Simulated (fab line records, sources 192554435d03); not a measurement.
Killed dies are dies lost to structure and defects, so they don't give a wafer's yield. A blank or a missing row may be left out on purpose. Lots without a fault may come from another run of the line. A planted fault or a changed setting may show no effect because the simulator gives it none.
Chamber matching | flow n5_finfet | N5_BEOL_M9_STRIP_67 on rie_diel-03: 4 sister chambers
The step strips in CF4. 4 wafers are shown with their chamber, then 10 later ones without.

WAFERS WITH THEIR CHAMBER
wafer  | chamber | showerhead_plenum_p_Torr (Torr)
L085.6 | 1       | 1.70
L090.3 | 3       | 1.90
L093.1 | 2       | 1.81
L093.4 | 0       | 1.78

WAFERS WITHOUT THEIR CHAMBER
wafer  | showerhead_plenum_p_Torr (Torr)
L093.6 | 1.70
L094.1 | 1.69
L094.2 | 1.89
L094.3 | 1.78
L096.1 | 1.89
L096.3 | 1.78
L096.4 | 1.69
L091.3 | 1.78
L091.4 | 1.78
L091.6 | 1.89

WHICH CHAMBER EACH WENT THROUGH
wafer  | from the rows above | in truth
L093.6 | 1                   | 1
L094.1 | 1                   | 1
L094.2 | 3                   | 3
L094.3 | 0                   | 0
L096.1 | 3                   | 3
L096.3 | 0                   | 0
L096.4 | 1                   | 1
L091.3 | 0                   | 0
L091.4 | 0                   | 0
L091.6 | 3                   | 3
Placed correctly: 10 of 10. Can't be placed from these rows: 0. Placed wrongly: 0.
How it was worked out, from the rows above alone: a wafer's distance from a chamber is the root of the sum, over the readings, of the square of ((its reading less the chamber's mean) divided by the reading's scatter). The wafer belongs to the nearest chamber; if the next one is less than 2 further off, it can't be placed. A chamber's mean is the mean of its shown wafers. The scatter: with one shown wafer a chamber, the root of the mean of the squares of how far each hidden wafer lies from its nearest shown one.
